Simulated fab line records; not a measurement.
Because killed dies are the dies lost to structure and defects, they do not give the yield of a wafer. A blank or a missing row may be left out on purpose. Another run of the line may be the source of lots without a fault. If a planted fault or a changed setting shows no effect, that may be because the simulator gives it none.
Matching of chambers	flow n5_finfet	rie_diel-02 running N5_BEOL_M7_ETCH_61: 4 sister chambers
The step etches SiARC in CF4, target depth 45.5 nm, time 75.8 s. 4 wafers are shown with their chamber, then 11 later ones without.

== WAFERS WITH THEIR CHAMBER ==
wafer	chamber	oes_product_au (a.u.)
L083.5	0	0.57
L087.4	2	0.61
L090.4	1	0.82
L091.1	3	0.56

== WAFERS WITH NO CHAMBER GIVEN ==
wafer	oes_product_au (a.u.)
L091.2	0.61
L091.3	0.81
L091.4	0.81
L091.5	0.56
L091.6	0.61
L093.1	0.80
L093.2	0.79
L093.3	0.61
L092.1	0.79
L092.2	0.79
L092.3	0.61

== THE CHAMBER EACH PASSED THROUGH ==
wafer	from the rows above	in truth
L091.2	2	2
L091.3	1	1
L091.4	1	1
L091.5	can't be placed: 3 or 0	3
L091.6	2	2
L093.1	1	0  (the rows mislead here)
L093.2	1	1
L093.3	2	2
L092.1	1	1
L092.2	1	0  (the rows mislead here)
L092.3	2	2
Placed correctly: 8 of 11. From these rows, 1 cannot be placed; in 1 the true chamber is one of the candidates. Number placed wrongly: 2.
How it was worked out, from the rows above alone: a wafer's distance from a chamber is the root of the sum, over the readings, of the square of ((its reading less the chamber's mean) divided by the reading's scatter). If the next closest chamber is less than 2 further off than the closest, the wafer can't be placed; otherwise it belongs to the closest. Each chamber's mean is taken over the wafers shown for it. The scatter: with one shown wafer a chamber, the root of the mean of the squares of how far each hidden wafer lies from its nearest shown one.
